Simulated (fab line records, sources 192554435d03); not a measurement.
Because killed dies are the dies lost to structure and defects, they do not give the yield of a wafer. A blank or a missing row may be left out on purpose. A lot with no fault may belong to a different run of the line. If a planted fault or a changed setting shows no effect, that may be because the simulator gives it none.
fab line records    flow n5_finfet
record: lots: 24  wafers: 72  last_day: 18
route steps=1938 shown BEOL_M5@1173 BEOL_M6@1194
lots with no fault: from the same line, run without faults
start_h: the number of hours between the record's first day and the start of the first shown wafer of the lot    wait_h: how many hours have passed since the lot's step before this one    " as in the row above    L1.1+2: several wafers, shown together as one row    - either no value or no given start    * or withheld: withheld    < > ~ a bound
route shown NAME@n: a module of which the file shows steps, and the number in the route of the first    usual: mean and standard deviation over wafers with no fault    same: alike in all rows    chamber/n: place in a boat    sites: per-site readings    _std_site: how widely they spread, as a standard deviation    _edge_site: the outer-site mean with the inner-site mean subtracted    radius_mm: how far each site lies from the wafer's centre    mask NAME#n: copy n    behind: the last tool/chamber to shape the wafer    hold: cause of the lot's hold/its duration in hours/its outcome    device: whichever transistor did not switch (one of n, p or np)    end of line: tests run on the same wafers once the route is complete    a step with no rows: only its recipe    killed: not the wafer's yield, but the dies lost to structure and defects at the first sort    map: the dies of a wafer, with x for killed, . for not killed, _ for no die there
set.NAME: the run value of the setting; set.NAME@STEP: its run value at that earlier step    model.NAME: the simulator's own value behind a step, which no gauge read
route steps across a sampled set of lots; one table per step, one row per wafer
services: when a tool's chamber went out of use (start_h, in hours from the record's first day, below 0 if earlier), for how many hours, and the reason
== steps ==
step: N5_BEOL_M5_SURFACE_TREAT_87
recipe: gas: Ar  time_s: *  ion_energy_ev: *  ion_current_ma_cm2: 0.5  pressure_mtorr: *  ar_flow_sccm: 30
usual: throttle_valve_pct: *
lot.wafer  tool            chamber  start_h  wait_h  throttle_valve_pct
L074.3     pvd_sputter-02  -        174.75   0.2     *
L074.4     "               -        "        "       *
L074.5     "               -        "        "       *
L075.1     pvd_sputter-01  -        192.12   0.2     *
L075.2     "               -        "        "       *
L075.5     "               -        "        "       *
L076.2     pvd_sputter-01  -        200.25   0.1     *
L076.3     "               -        "        "       *
L076.4     "               -        "        "       *
L077.1     pvd_sputter-02  -        208.19   0.2     *
L077.3     "               -        "        "       *
L077.4     "               -        "        "       *
L078.1     pvd_sputter-01  -        213.32   0.2     *
L078.2     "               -        "        "       *
L078.5     "               -        "        "       *
L079.2     pvd_sputter-01  -        220.50   1.7     *
L079.4     "               -        "        "       *
L079.6     "               -        "        "       *
L080.1     pvd_sputter-02  -        230.45   0.3     *
L080.2     "               -        "        "       *
L080.4     "               -        "        "       *
L081.1     pvd_sputter-02  -        234.15   0.2     *
L081.3     "               -        "        "       *
L081.6     "               -        "        "       *
L083.1     pvd_sputter-01  -        236.09   0.2     *
L083.3     "               -        "        "       *
L083.4     "               -        "        "       *
L082.1     pvd_sputter-02  -        241.95   0.2     *
L082.3     "               -        "        "       *
L082.5     "               -        "        "       *
L084.1     pvd_sputter-02  -        243.25   0.2     *
L084.3     "               -        "        "       *
L084.6     "               -        "        "       *
L085.3     pvd_sputter-03  -        254.74   0.4     *
L085.4     "               -        "        "       *
L085.5     "               -        "        "       *
L086.4     pvd_sputter-02  -        258.03   0.3     *
L086.5     "               -        "        "       *
L086.6     "               -        "        "       *
L088.2     pvd_sputter-01  -        274.44   0.1     *
L088.4     "               -        "        "       *
L088.5     "               -        "        "       *
L087.1     pvd_sputter-02  -        282.46   0.1     *
L087.2     "               -        "        "       *
L087.5     "               -        "        "       *
L089.1     pvd_sputter-03  -        282.59   0.1     *
L089.5     "               -        "        "       *
L089.6     "               -        "        "       *
L091.2     pvd_sputter-02  -        287.51   0.2     *
L091.3     "               -        "        "       *
L091.6     "               -        "        "       *
L090.1     pvd_sputter-03  -        287.78   0.2     *
L090.2     "               -        "        "       *
L090.5     "               -        "        "       *
L092.1     pvd_sputter-03  -        313.52   0.2     *
L092.3     "               -        "        "       *
L092.4     "               -        "        "       *
L093.3     pvd_sputter-01  -        315.68   0.2     *
L093.5     "               -        "        "       *
L093.6     "               -        "        "       *
L094.1     pvd_sputter-03  -        316.18   0.2     *
L094.2     "               -        "        "       *
L094.6     "               -        "        "       *
L095.2     pvd_sputter-02  -        319.80   0.2     *
L095.3     "               -        "        "       *
L095.5     "               -        "        "       *
L096.1     pvd_sputter-03  -        321.73   0.1     *
L096.2     "               -        "        "       *
L096.4     "               -        "        "       *
L097.1     pvd_sputter-01  -        343.21   0.4     *
L097.4     "               -        "        "       *
L097.6     "               -        "        "       *
step: N5_BEOL_M5_SPUTTER_48
recipe: material: Cu  target_thk_a: 150  temp_c: -20  chamber_pressure_pa: 0.07  power_w: withheld  time_s: 27.62
usual: throttle_valve_pct: 29.9/1.4
lot.wafer  tool            chamber  start_h  wait_h  throttle_valve_pct
L074.3     pvd_sputter-02  -        174.97   0.1     30.0
L074.4     "               -        "        "       30.6
L074.5     "               -        "        "       30.2
L075.1     pvd_sputter-01  -        192.34   0.1     28.6
L075.2     "               -        "        "       31.3
L075.5     "               -        "        "       29.2
L076.2     pvd_sputter-01  -        200.51   0.1     27.5
L076.3     "               -        "        "       28.3
L076.4     "               -        "        "       31.4
L077.1     pvd_sputter-02  -        208.42   0.1     30.1
L077.3     "               -        "        "       32.2
L077.4     "               -        "        "       30.3
L078.1     pvd_sputter-02  -        213.73   0.1     30.2
L078.2     "               -        "        "       32.0
L078.5     "               -        "        "       30.1
L079.2     pvd_sputter-03  -        220.82   0.1     29.0
L079.4     "               -        "        "       29.2
L079.6     "               -        "        "       28.9
L080.1     pvd_sputter-03  -        230.74   0.2     31.8
L080.2     "               -        "        "       29.0
L080.4     "               -        "        "       29.5
L081.1     pvd_sputter-02  -        234.43   0.1     32.3
L081.3     "               -        "        "       29.9
L081.6     "               -        "        "       30.5
L083.1     pvd_sputter-03  -        236.43   0.1     29.1
L083.3     "               -        "        "       31.8
L083.4     "               -        "        "       28.7
L082.1     pvd_sputter-01  -        242.27   0.2     31.4
L082.3     "               -        "        "       27.6
L082.5     "               -        "        "       29.3
L084.1     pvd_sputter-02  -        243.65   0.2     30.5
L084.3     "               -        "        "       30.2
L084.6     "               -        "        "       32.3
L085.3     pvd_sputter-01  -        255.76   0.6     27.3
L085.4     "               -        "        "       29.1
L085.5     "               -        "        "       29.0
L086.4     pvd_sputter-02  -        258.35   0.1     30.3
L086.5     "               -        "        "       32.0
L086.6     "               -        "        "       30.6
L088.2     pvd_sputter-01  -        274.70   0.1     27.7
L088.4     "               -        "        "       31.3
L088.5     "               -        "        "       27.7
L087.1     pvd_sputter-03  -        282.69   0.1     29.5
L087.2     "               -        "        "       29.0
L087.5     "               -        "        "       29.4
L089.1     pvd_sputter-01  -        284.40   1.6     28.5
L089.5     "               -        "        "       28.4
L089.6     "               -        "        "       29.2
L091.2     pvd_sputter-02  -        287.91   0.2     32.0
L091.3     "               -        "        "       30.2
L091.6     "               -        "        "       30.4
L090.1     pvd_sputter-03  -        287.99   0.1     29.4
L090.2     "               -        "        "       32.0
L090.5     "               -        "        "       32.0
L092.1     pvd_sputter-02  -        313.83   0.1     30.4
L092.3     "               -        "        "       30.2
L092.4     "               -        "        "       32.1
L093.3     pvd_sputter-01  -        316.12   0.3     31.1
L093.5     "               -        "        "       31.2
L093.6     "               -        "        "       27.4
L094.1     pvd_sputter-03  -        316.78   0.4     28.8
L094.2     "               -        "        "       29.5
L094.6     "               -        "        "       29.1
L095.2     pvd_sputter-02  -        320.46   0.4     32.2
L095.3     "               -        "        "       29.8
L095.5     "               -        "        "       30.6
L096.1     pvd_sputter-01  -        322.21   0.2     28.3
L096.2     "               -        "        "       29.1
L096.4     "               -        "        "       27.7
L097.1     pvd_sputter-03  -        343.65   0.2     29.1
L097.4     "               -        "        "       32.0
L097.6     "               -        "        "       29.0
step: N5_BEOL_M5_INSPECT_58
recipe: inspect_instrument: darkfield  mode: post_dep
usual: raw_defect_count: 76/28
lot.wafer  tool               chamber  start_h  wait_h  raw_defect_count
L074.3     defect_inspect-01  -        180.40   0.0     71
L074.4     "                  -        "        "       66
L074.5     "                  -        "        "       62
L075.1     defect_inspect-01  -        197.90   0.0     71
L075.2     "                  -        "        "       73
L075.5     "                  -        "        "       72
L076.2     defect_inspect-02  -        205.97   0.0     72
L076.3     "                  -        "        "       39
L076.4     "                  -        "        "       53
L077.1     defect_inspect-01  -        214.04   0.0     55
L077.3     "                  -        "        "       67
L077.4     "                  -        "        "       58
L078.1     defect_inspect-01  -        219.49   0.0     71
L078.2     "                  -        "        "       131
L078.5     "                  -        "        "       92
L079.2     defect_inspect-02  -        226.25   0.0     55
L079.4     "                  -        "        "       54
L079.6     "                  -        "        "       50
L080.1     defect_inspect-01  -        236.45   0.0     51
L080.2     "                  -        "        "       74
L080.4     "                  -        "        "       66
L081.1     defect_inspect-02  -        239.87   0.0     31
L081.3     "                  -        "        "       77
L081.6     "                  -        "        "       45
L083.1     defect_inspect-01  -        242.48   0.0     50
L083.3     "                  -        "        "       66
L083.4     "                  -        "        "       100
L082.1     defect_inspect-02  -        247.75   0.0     96
L082.3     "                  -        "        "       89
L082.5     "                  -        "        "       135
L084.1     defect_inspect-02  -        249.38   0.0     74
L084.3     "                  -        "        "       62
L084.6     "                  -        "        "       64
L085.3     defect_inspect-02  -        261.20   0.0     125
L085.4     "                  -        "        "       208
L085.5     "                  -        "        "       115
L086.4     defect_inspect-01  -        263.93   0.0     86
L086.5     "                  -        "        "       64
L086.6     "                  -        "        "       34
L088.2     defect_inspect-01  -        280.18   0.0     79
L088.4     "                  -        "        "       81
L088.5     "                  -        "        "       49
L087.1     defect_inspect-01  -        288.13   0.0     72
L087.2     "                  -        "        "       79
L087.5     "                  -        "        "       112
L089.1     defect_inspect-01  -        289.82   0.0     74
L089.5     "                  -        "        "       95
L089.6     "                  -        "        "       88
L090.1     defect_inspect-02  -        294.30   0.0     39
L090.2     "                  -        "        "       89
L090.5     "                  -        "        "       46
L091.2     defect_inspect-01  -        294.35   0.0     71
L091.3     "                  -        "        "       59
L091.6     "                  -        "        "       62
L092.1     defect_inspect-01  -        319.27   0.0     60
L092.3     "                  -        "        "       67
L092.4     "                  -        "        "       77
L093.3     defect_inspect-01  -        321.63   0.0     39
L093.5     "                  -        "        "       55
L093.6     "                  -        "        "       60
L094.1     defect_inspect-01  -        322.31   0.0     150
L094.2     "                  -        "        "       158
L094.6     "                  -        "        "       124
L095.2     defect_inspect-01  -        325.89   0.0     68
L095.3     "                  -        "        "       56
L095.5     "                  -        "        "       83
L096.1     defect_inspect-02  -        327.63   0.0     103
L096.2     "                  -        "        "       104
L096.4     "                  -        "        "       96
L097.1     defect_inspect-01  -        349.59   0.0     59
L097.4     "                  -        "        "       47
L097.6     "                  -        "        "       73
step: N5_BEOL_M6_ILD_DEP_00
recipe: material: SiCOH_lowk  target_thk_a: 1797.5  temp_c: 300  precursor: DEMS/porogen  pressure_torr: 5  rf_w: 500  time_s: 33.4
usual: heater_power_w: 320/58  showerhead_plenum_p_Torr: 5.731/0.017  throttle_valve_pct: 13.7/0.53
lot.wafer  tool      chamber  start_h  wait_h  heater_power_w  showerhead_plenum_p_Torr  throttle_valve_pct
L074.3     pecvd-04  2        180.46   0.1     318             5.773                     12.4
L074.4     "         0        "        "       258             5.712                     14.3
L074.5     "         0        "        "       258             5.711                     14.1
L075.1     pecvd-02  2        197.94   0.0     328             5.723                     13.5
L075.2     "         1        "        "       405             5.743                     14.1
L075.5     "         2        "        "       258             5.714                     13.7
L076.2     pecvd-04  1        206.00   0.0     389             5.707                     13.5
L076.3     "         2        "        "       362             5.751                     12.4
L076.4     "         0        "        "       269             5.712                     14.0
L077.1     pecvd-04  1        214.08   0.0     432             5.722                     13.7
L077.3     "         2        "        "       354             5.748                     12.7
L077.4     "         2        "        "       359             5.750                     12.3
L078.1     pecvd-01  1        219.52   0.0     278             5.720                     13.9
L078.2     "         2        "        "       356             5.737                     13.3
L078.5     "         2        "        "       353             5.742                     13.4
L079.2     pecvd-01  2        226.28   0.0     361             5.744                     13.6
L079.4     "         1        "        "       311             5.723                     14.2
L079.6     "         2        "        "       369             5.728                     13.6
L080.1     pecvd-04  1        236.49   0.0     392             5.708                     13.3
L080.2     "         0        "        "       240             5.726                     14.3
L080.4     "         1        "        "       397             5.704                     13.4
L081.1     pecvd-02  1        239.91   0.0     383             5.738                     14.2
L081.3     "         0        "        "       238             5.754                     13.9
L081.6     "         0        "        "       243             5.744                     14.1
L083.1     pecvd-02  2        242.51   0.0     298             5.716                     13.7
L083.3     "         1        "        "       404             5.747                     14.4
L083.4     "         1        "        "       398             5.747                     14.2
L082.1     pecvd-04  2        247.79   0.0     356             5.752                     12.4
L082.3     "         1        "        "       420             5.722                     13.4
L082.5     "         1        "        "       419             5.736                     13.3
L084.1     pecvd-04  0        249.43   0.0     239             5.711                     14.1
L084.3     "         1        "        "       389             5.718                     13.4
L084.6     "         0        "        "       240             5.695                     14.3
L085.3     pecvd-01  0        261.23   0.0     303             5.737                     14.2
L085.4     "         1        "        "       297             5.725                     13.7
L085.5     "         2        "        "       357             5.735                     13.3
L086.4     pecvd-04  2        263.99   0.1     371             5.758                     12.7
L086.5     "         0        "        "       265             5.709                     13.9
L086.6     "         1        "        "       416             5.710                     13.5
L088.2     pecvd-01  2        280.21   0.0     366             5.737                     13.6
L088.4     "         2        "        "       375             5.726                     13.6
L088.5     "         1        "        "       299             5.715                     13.7
L087.1     pecvd-04  0        288.17   0.0     249             5.702                     14.4
L087.2     "         1        "        "       388             5.717                     13.7
L087.5     "         2        "        "       299             5.751                     13.0
L089.1     pecvd-01  1        289.86   0.0     284             5.737                     14.0
L089.5     "         2        "        "       383             5.729                     13.6
L089.6     "         1        "        "       284             5.726                     14.0
L090.1     pecvd-02  0        294.40   0.1     222             5.732                     13.6
L090.2     "         2        "        "       327             5.724                     13.8
L090.5     "         1        "        "       396             5.749                     14.4
L091.2     pecvd-04  0        294.40   0.1     226             5.717                     14.1
L091.3     "         0        "        "       240             5.721                     14.2
L091.6     "         2        "        "       345             5.756                     12.8
L092.1     pecvd-02  2        319.31   0.0     328             5.726                     14.0
L092.3     "         0        "        "       257             5.742                     14.0
L092.4     "         0        "        "       249             5.746                     14.1
L093.3     pecvd-02  0        321.67   0.0     211             5.764                     13.9
L093.5     "         2        "        "       285             5.717                     13.9
L093.6     "         0        "        "       206             5.734                     13.7
L094.1     pecvd-01  0        322.34   0.0     292             5.730                     13.6
L094.2     "         2        "        "       376             5.744                     13.6
L094.6     "         2        "        "       382             5.741                     13.5
L095.2     pecvd-01  0        325.92   0.0     350             5.735                     13.9
L095.3     "         1        "        "       259             5.721                     14.1
L095.5     "         2        "        "       365             5.730                     13.5
L096.1     pecvd-01  1        327.67   0.0     302             5.709                     13.8
L096.2     "         2        "        "       375             5.741                     13.5
L096.4     "         1        "        "       292             5.729                     14.1
L097.1     pecvd-04  2        349.63   0.0     346             5.758                     12.8
L097.4     "         2        "        "       344             5.745                     12.6
L097.6     "         0        "        "       276             5.719                     14.4
step: N5_BEOL_M6_DESCUM_16
recipe: chemistry: O2  time_s: 7.9  source_power_w: 50  bias_power_w: 20  pressure_mtorr: 20  rf_frequency_hz: 2.712e+07  temp_c: 40  resist: CAR-ArF  o2_flow_sccm: 225
usual: drypump_motor_current_A: 5.8/0.38  oes_product_au: 0.83/0.096  rf_vpp_V: 243.3/1.9  showerhead_plenum_p_Torr: 2.10/0.11  throttle_valve_pct: 20.36/0.24
lot.wafer  tool         chamber  start_h  wait_h  drypump_motor_current_A  oes_product_au  rf_hours_counter_h  rf_vpp_V  showerhead_plenum_p_Torr  throttle_valve_pct
L074.3     rie_diel-06  1        183.87   0.2     5.3                      0.88            41                  245.6     2.22                      20.25
L074.4     "            0        "        "       5.8                      0.80            109                 242.1     2.02                      20.33
L074.5     "            3        "        "       6.5                      0.91            -                   242.1     2.06                      20.25
L075.1     rie_diel-05  0        200.42   0.2     5.3                      0.71            225                 240.0     1.99                      20.97
L075.2     "            1        "        "       5.9                      0.69            204                 241.1     1.98                      20.09
L075.5     "            0        "        "       5.3                      0.71            -                   242.3     1.99                      20.96
L076.2     rie_diel-06  2        208.08   0.0     6.3                      0.96            13                  244.4     2.06                      20.26
L076.3     "            3        "        "       6.5                      0.89            26                  241.4     2.05                      20.25
L076.4     "            1        "        "       5.4                      0.87            49                  245.4     2.21                      20.25
L077.1     rie_diel-06  3        216.93   0.0     6.4                      0.89            29                  242.3     2.05                      20.26
L077.3     "            0        "        "       5.8                      0.80            119                 243.3     2.02                      20.35
L077.4     "            2        "        "       6.3                      0.95            17                  242.2     2.06                      20.26
L078.1     rie_diel-06  1        221.77   0.2     5.4                      0.87            54                  246.0     2.21                      20.26
L078.2     "            2        "        "       6.3                      0.95            19                  242.4     2.06                      20.27
L078.5     "            0        "        "       5.8                      0.80            -                   242.2     2.02                      20.33
L079.2     rie_diel-03  1        229.87   0.2     5.9                      0.90            32                  244.5     2.13                      20.64
L079.4     "            0        "        "       5.6                      0.67            248                 242.6     2.07                      20.45
L079.6     "            0        "        "       5.6                      0.67            -                   242.3     2.07                      20.44
L080.1     rie_diel-05  0        239.72   0.2     5.3                      0.71            240                 241.4     1.98                      21.00
L080.2     "            2        "        "       5.4                      0.91            22                  245.9     2.23                      20.29
L080.4     "            1        "        "       5.9                      0.67            218                 242.5     1.98                      20.13
L081.1     rie_diel-03  0        242.33   0.1     5.6                      0.68            252                 243.0     2.06                      20.44
L081.3     "            3        "        "       6.1                      0.76            132                 244.6     2.18                      20.66
L081.6     "            0        "        "       5.5                      0.68            -                   243.9     2.06                      20.45
L083.1     rie_diel-05  2        247.40   0.4     5.4                      0.90            25                  245.6     2.23                      20.28
L083.3     "            3        "        "       5.8                      0.92            16                  244.9     2.23                      20.05
L083.4     "            1        "        "       5.9                      0.68            220                 240.6     1.98                      20.12
L082.1     rie_diel-06  1        251.00   0.0     5.4                      0.86            63                  245.9     2.21                      20.26
L082.3     "            3        "        "       6.4                      0.87            39                  241.2     2.05                      20.25
L082.5     "            2        "        "       6.3                      0.92            -                   241.4     2.05                      20.27
L084.1     rie_diel-06  3        251.33   0.0     6.5                      0.88            39                  241.3     2.05                      20.26
L084.3     "            0        "        "       5.8                      0.80            130                 241.1     2.02                      20.35
L084.6     "            3        "        "       6.4                      0.87            -                   242.5     2.05                      20.25
L085.3     rie_diel-06  1        263.36   0.0     5.4                      0.85            67                  245.4     2.21                      20.27
L085.4     "            0        "        "       5.8                      0.79            135                 241.9     2.01                      20.35
L085.5     "            2        "        "       6.3                      0.91            -                   243.5     2.05                      20.29
L086.4     rie_diel-05  1        265.53   0.0     6.0                      0.68            228                 241.6     1.97                      20.15
L086.5     "            3        "        "       5.8                      0.92            -                   245.3     2.22                      20.07
L086.6     "            0        "        "       5.3                      0.71            -                   240.4     1.98                      20.99
L088.2     rie_diel-03  1        282.18   0.0     5.9                      0.86            53                  244.4     2.12                      20.68
L088.4     "            2        "        "       6.2                      0.72            209                 240.1     1.91                      20.72
L088.5     "            2        "        "       6.1                      0.72            -                   240.1     1.91                      20.73
L087.1     rie_diel-05  2        292.33   0.3     5.4                      0.87            42                  244.4     2.23                      20.31
L087.2     "            1        "        "       5.9                      0.67            238                 242.2     1.97                      20.15
L087.5     "            1        "        "       5.9                      0.67            -                   240.9     1.97                      20.14
L089.1     rie_diel-03  2        293.09   0.0     6.2                      0.72            213                 239.3     1.91                      20.74
L089.5     "            2        "        "       6.1                      0.73            -                   239.3     1.91                      20.76
L089.6     "            3        "        "       6.1                      0.74            -                   243.9     2.18                      20.66
L090.1     rie_diel-05  3        296.36   0.0     5.8                      0.89            34                  245.4     2.22                      20.10
L090.2     "            1        "        "       5.9                      0.67            240                 242.6     1.97                      20.15
L090.5     "            2        "        "       5.4                      0.88            -                   246.0     2.23                      20.30
L091.2     rie_diel-05  1        296.62   0.1     6.0                      0.66            240                 240.7     1.97                      20.16
L091.3     "            2        "        "       5.4                      0.88            44                  245.8     2.23                      20.33
L091.6     "            0        "        "       5.3                      0.98            -                   246.2     2.24                      20.61
L092.1     rie_diel-05  0        321.77   0.0     5.3                      0.94            13                  245.8     2.24                      20.64
L092.3     "            2        "        "       5.4                      0.86            54                  245.8     2.22                      20.34
L092.4     "            3        "        "       5.8                      0.88            43                  245.2     2.22                      20.10
L093.3     rie_diel-03  0        326.67   0.2     5.6                      0.93            16                  241.6     2.06                      20.03
L093.5     "            1        "        "       5.9                      0.84            -                   243.2     2.12                      20.69
L093.6     "            2        "        "       6.1                      0.71            -                   239.9     1.90                      20.76
L094.1     rie_diel-05  2        326.85   0.2     5.4                      0.86            56                  244.6     2.22                      20.32
L094.2     "            0        "        "       5.3                      0.95            13                  246.7     2.24                      20.61
L094.6     "            2        "        "       5.4                      0.87            -                   244.4     2.22                      20.34
L095.2     rie_diel-06  1        327.56   0.0     5.3                      0.81            90                  244.8     2.20                      20.33
L095.3     "            3        "        "       6.5                      0.84            64                  241.8     2.04                      20.31
L095.5     "            0        "        "       5.8                      0.77            -                   241.4     2.01                      20.39
L096.1     rie_diel-06  3        330.92   0.4     6.4                      0.83            66                  243.5     2.04                      20.31
L096.2     "            2        "        "       6.3                      0.89            55                  242.1     2.04                      20.32
L096.4     "            1        "        "       5.3                      0.82            92                  245.9     2.20                      20.31
L097.1     rie_diel-05  3        352.75   0.1     5.8                      0.87            57                  245.5     2.21                      20.13
L097.4     "            0        "        "       5.3                      0.92            26                  245.4     2.23                      20.65
L097.6     "            1        "        "       5.9                      1.01            -                   245.8     2.23                      19.80
step: N5_BEOL_M6_STRIP_19
recipe: chemistry: O2  power_w: 400  temp_c: 40  pressure_mtorr: 30  rf_frequency_hz: 6e+07  bias_power_w: 0  overash_fraction: 0.2  o2_flow_sccm: 225
usual: drypump_motor_current_A: 5.8/0.35  oes_product_au: 0.82/0.097  rf_vpp_V: 3.6/0.66  showerhead_plenum_p_Torr: 2.10/0.11  throttle_valve_pct: 16.68/0.25
lot.wafer  tool         chamber  start_h  wait_h  drypump_motor_current_A  oes_product_au  rf_hours_counter_h  rf_vpp_V  showerhead_plenum_p_Torr  throttle_valve_pct
L074.3     rie_diel-06  1        184.56   0.3     5.4                      0.88            42                  3.8       2.22                      16.46
L074.4     "            2        "        "       6.3                      0.98            6                   3.5       2.07                      16.45
L074.5     "            3        "        "       6.5                      0.92            -                   4.4       2.06                      16.45
L075.1     rie_diel-05  2        200.81   0.1     5.4                      0.96            9                   4.9       2.24                      16.44
L075.2     "            0        "        "       5.3                      0.71            226                 4.1       1.99                      17.20
L075.5     "            2        "        "       5.4                      0.95            -                   3.6       2.24                      16.46
L076.2     rie_diel-06  0        208.47   0.1     5.8                      0.81            116                 3.1       2.02                      16.55
L076.3     "            3        "        "       6.4                      0.89            26                  2.7       2.06                      16.44
L076.4     "            1        "        "       5.4                      0.88            49                  2.4       2.22                      16.47
L077.1     rie_diel-03  3        217.46   0.2     6.1                      0.76            124                 2.9       2.19                      16.88
L077.3     "            1        "        "       5.9                      0.90            27                  2.2       2.14                      16.79
L077.4     "            0        "        "       5.5                      0.69            243                 2.8       2.07                      16.72
L078.1     rie_diel-03  3        222.18   0.1     6.1                      0.77            126                 2.9       2.19                      16.89
L078.2     "            1        "        "       5.9                      0.90            29                  3.0       2.13                      16.80
L078.5     "            1        "        "       5.9                      0.91            -                   3.7       2.13                      16.81
L079.2     rie_diel-05  3        230.26   0.1     5.8                      0.95            9                   3.3       2.23                      16.27
L079.4     "            1        "        "       5.9                      0.68            214                 3.7       1.98                      16.42
L079.6     "            2        "        "       5.4                      0.93            -                   4.2       2.24                      16.47
L080.1     rie_diel-03  1        240.11   0.1     5.9                      0.89            35                  6.3       2.13                      16.82
L080.2     "            2        "        "       6.2                      0.74            194                 3.3       1.92                      16.98
L080.4     "            0        "        "       5.5                      0.67            251                 3.8       2.07                      16.73
L081.1     rie_diel-06  1        242.72   0.1     5.4                      0.85            61                  3.2       2.21                      16.51
L081.3     "            2        "        "       6.3                      0.93            26                  3.8       2.06                      16.49
L081.6     "            1        "        "       5.4                      0.85            -                   3.6       2.21                      16.50
L083.1     rie_diel-03  2        247.79   0.1     6.1                      0.72            196                 4.1       1.92                      16.97
L083.3     "            0        "        "       5.5                      0.68            254                 3.6       2.07                      16.73
L083.4     "            3        "        "       6.2                      0.75            134                 3.0       2.18                      16.90
L082.1     rie_diel-05  1        251.39   0.1     5.9                      0.68            222                 3.3       1.98                      16.45
L082.3     "            3        "        "       5.8                      0.93            17                  2.4       2.23                      16.28
L082.5     "            0        "        "       5.3                      0.70            -                   3.5       1.98                      17.25
L084.1     rie_diel-03  3        251.72   0.1     6.2                      0.75            135                 4.1       2.18                      16.91
L084.3     "            0        "        "       5.6                      0.68            255                 3.1       2.07                      16.74
L084.6     "            0        "        "       5.6                      0.67            -                   4.1       2.07                      16.74
L085.3     rie_diel-03  1        263.75   0.1     5.9                      0.88            44                  3.5       2.13                      16.83
L085.4     "            2        "        "       6.1                      0.72            -                   3.8       1.91                      16.98
L085.5     "            1        "        "       5.9                      0.88            -                   4.4       2.13                      16.83
L086.4     rie_diel-06  2        265.92   0.1     6.3                      0.92            34                  4.1       2.06                      16.49
L086.5     "            3        "        "       6.5                      0.86            -                   2.3       2.05                      16.48
L086.6     "            0        "        "       5.8                      0.78            -                   3.0       2.02                      16.61
L088.2     rie_diel-06  3        282.58   0.1     6.5                      0.85            50                  2.4       2.05                      16.50
L088.4     "            2        "        "       6.3                      0.90            40                  3.6       2.05                      16.51
L088.5     "            0        "        "       5.8                      0.78            -                   3.7       2.02                      16.62
L087.1     rie_diel-03  0        292.75   0.1     5.6                      0.97            5                   3.9       2.06                      16.26
L087.2     "            2        "        "       6.2                      0.72            213                 3.0       1.91                      17.01
L087.5     "            1        "        "       5.9                      0.85            -                   3.2       2.12                      16.86
L089.1     rie_diel-05  2        293.51   0.1     5.4                      0.88            43                  4.9       2.23                      16.51
L089.5     "            0        "        "       5.3                      0.99            -                   2.1       2.24                      16.77
L089.6     "            3        "        "       5.8                      0.89            -                   2.6       2.22                      16.34
L090.1     rie_diel-03  1        296.81   0.1     5.9                      0.87            59                  3.1       2.12                      16.86
L090.2     "            0        "        "       5.6                      0.97            7                   2.4       2.06                      16.24
L090.5     "            1        "        "       5.9                      0.86            -                   4.1       2.12                      16.89
L091.2     rie_diel-05  2        297.11   0.1     5.4                      0.88            44                  4.6       2.23                      16.52
L091.3     "            3        "        "       5.8                      0.89            34                  4.2       2.22                      16.33
L091.6     "            0        "        "       5.3                      0.99            -                   3.4       2.24                      16.78
L092.1     rie_diel-03  2        322.19   0.1     6.1                      0.71            222                 3.1       1.91                      17.02
L092.3     "            1        "        "       5.9                      0.83            68                  4.2       2.12                      16.88
L092.4     "            3        "        "       6.2                      0.74            159                 4.4       2.18                      16.94
L093.3     rie_diel-05  1        327.11   0.1     5.9                      0.66            250                 2.9       1.97                      16.49
L093.5     "            1        "        "       5.9                      0.66            -                   2.8       1.97                      16.49
L093.6     "            0        "        "       5.3                      0.94            -                   4.2       2.24                      16.78
L094.1     rie_diel-03  2        327.24   0.1     6.2                      0.71            223                 3.3       1.91                      17.03
L094.2     "            1        "        "       5.9                      0.83            69                  4.0       2.12                      16.87
L094.6     "            0        "        "       5.6                      0.93            -                   4.2       2.06                      16.28
L095.2     rie_diel-06  3        327.95   0.1     6.4                      0.83            64                  4.1       2.04                      16.51
L095.3     "            1        "        "       5.4                      0.82            91                  4.2       2.20                      16.57
L095.5     "            2        "        "       6.3                      0.87            -                   3.5       2.05                      16.54
L096.1     rie_diel-05  0        331.42   0.2     5.2                      0.94            15                  3.5       2.24                      16.80
L096.2     "            2        "        "       5.4                      0.85            58                  5.1       2.22                      16.54
L096.4     "            2        "        "       5.3                      0.86            -                   4.6       2.22                      16.53
L097.1     rie_diel-03  1        353.17   0.1     5.9                      0.83            80                  3.9       2.12                      16.90
L097.4     "            3        "        "       6.1                      0.74            169                 4.0       2.17                      16.95
L097.6     "            3        "        "       6.1                      0.73            -                   4.1       2.17                      16.95
== services ==
tool            chamber  start_h  hours  kind
pecvd-01        -        151.25   28.1   pm
rie_diel-03     0        160.20   1.9    repair
rie_diel-05     2        178.77   4.2    repair
rie_diel-05     3        182.95   -      clean
rie_diel-05     3        182.95   -      consumable_replace:focus_ring
rie_diel-05     3        182.95   -      consumable_replace:showerhead
rie_diel-05     3        182.95   21.1   scheduled_down
rie_diel-05     3        182.95   21.1   vent_cycle
pecvd-02        0        184.49   4.6    repair
pvd_sputter-03  -        229.48   0.6    repair
pecvd-01        2        235.29   6.0    repair
rie_diel-06     3        240.11   5.5    repair
pecvd-01        2        255.35   1.9    repair
rie_diel-03     0        255.88   1.4    repair
rie_diel-05     -        259.04   0.4    repair
rie_diel-03     2        267.03   4.8    repair
rie_diel-05     0        268.46   -      clean
rie_diel-05     0        268.46   -      consumable_replace:focus_ring
rie_diel-05     0        268.46   -      consumable_replace:showerhead
rie_diel-05     0        268.46   14.5   scheduled_down
rie_diel-03     3        284.01   8.3    repair
pecvd-04        0        327.13   2.1    repair
rie_diel-06     0        342.72   16.7   repair
pvd_sputter-01  -        343.75   1.0    repair
== key ==
fault none
